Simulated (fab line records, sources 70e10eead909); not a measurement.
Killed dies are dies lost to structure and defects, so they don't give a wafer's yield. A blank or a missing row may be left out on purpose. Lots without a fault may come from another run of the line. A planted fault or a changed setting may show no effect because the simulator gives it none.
A struck lot beside a sound one | flow nand_harc | 13 steps out of a route of 1302
Sound: wafers L580.1, L580.2, L580.5. Struck: wafers L577.3, L577.5. (L577.1 of the same lot was not struck and is left out.) The cause comes at the end.
At each step with rows: each side's tool, then ch and its chambers, then its first start. Under that, the readings that differ: sound wafers | struck wafers | difference of the means | sigmas: that difference in standard deviations of wafers without a fault.
alike: readings whose means differ by less than 2 such deviations, and words and numbers that are the same on both sides. not compared: withheld readings, readings that some wafer has no value for, bounds like >300 that may hide the same value, and numbers for which the record gives no deviation and whose values overlap.
The two part at a step that has a row with sigmas, a row that says differs or no value, or rows on one side only. Numbers that don't overlap but have no deviation are shown without sigmas and don't part them. A reading that every wafer of one side lacks parts them only if that side has two wafers or more.

NHARC_A_WL_FILL_ALD_02: deposits TiN, target thk 2 nm, pulse time 3 s, ald cycles 100.
  sound on ald_metal-03 ch 0,2, day 27 04:29; struck on ald_metal-01 ch 2, day 25 00:18
  alike: heater_power_w, precursor_pulse_height_rel
NHARC_A_WL_FILL_CVD_03: deposits W, target thk 40 nm, time 279 s.
  sound on cvd_w-01 ch 0,1, day 27 04:55; struck on cvd_w-02 ch 0,1, day 25 00:47
  alike: chamber_pressure_Torr, heater_power_w, throttle_valve_pct
NHARC_A_WL_FILL_ETCHBACK_04: etches the open film in NF3, target depth 60 nm, time 120 s.
  sound on rie_metal-03 ch 0,1, day 27 05:17; struck on rie_metal-02 ch 0,1, day 25 01:08
  alike: drypump_motor_current_A, oes_product_au, run_length_s
  not compared: rf_hours_counter_h
NHARC_A_WL_FILL_ETCHBACK_05: etches the open film in Cl2/BCl3, target depth 22 nm, time 60 s.
  sound on rie_metal-03 ch 0,1, day 27 05:32; struck on rie_metal-02 ch 0, day 25 01:21
  reading          | sound          | struck    | difference | sigmas
  run_length_s (s) | 82.1 81.6 81.6 | 81.1 80.6 | -0.9       | -2
  alike: drypump_motor_current_A, oes_product_au
  not compared: rf_hours_counter_h
then, 6 steps without rows for these wafers: NHARC_A_WL_FILL_STRIP_27 (strips in N2/H2, time 20 s); NHARC_A_WL_FILL_STRIP_28 (strips in post etch residue remover, time 1200 s); NHARC_A_WL_FILL_PRECLEAN_06 (cleans in DIW, time 300 s); NHARC_A_WL_FILL_SRD_07; NHARC_A_WL_FILL_ANNEAL_08 (time 1800 s); NHARC_A_WL_FILL_ALD_10 (deposits SiO2, target thk 50 nm, pulse time 10 s, ald cycles 500).
NHARC_A_WL_FILL_ETCHBACK_16: etches the open film in C4F8/O2/Ar, target depth 120 nm, time 24 s.
  sound on rie_diel-05 ch 0,1,2, day 27 15:34; struck on rie_diel-08 ch 1,3, day 25 11:01
  reading          | sound          | struck    | difference | sigmas
  run_length_s (s) | 44.6 45.7 45.1 | 27.8 26.7 | -17.9      | -36
  alike: oes_product_au, rf_vpp_V
  not compared: rf_hours_counter_h
NHARC_A_WL_FILL_STRIP_29: strips in O2, time 20 s.
  sound on rie_diel-05 ch 0,2,3, day 27 15:40; struck on rie_diel-08 ch 1,3, day 25 11:06
  alike: drypump_motor_current_A, oes_product_au, rf_vpp_V, showerhead_plenum_p_Torr, throttle_valve_pct
  not compared: rf_hours_counter_h
-- the record jumps here: 4 days lie between the struck wafers' starts before and after (it left off in module A_WL_FILL and takes up again in module END, whose first step shown is number 1302 of the route) --
NHARC_END_SORT_01:
  the record has rows for the struck wafers here (prober-01 ch 0, day 29 03:17) and none for the sound ones

WHERE THEY PART
First at NHARC_A_WL_FILL_ETCHBACK_05; last, within this record, at NHARC_END_SORT_01.

WHY: what the simulator had put in
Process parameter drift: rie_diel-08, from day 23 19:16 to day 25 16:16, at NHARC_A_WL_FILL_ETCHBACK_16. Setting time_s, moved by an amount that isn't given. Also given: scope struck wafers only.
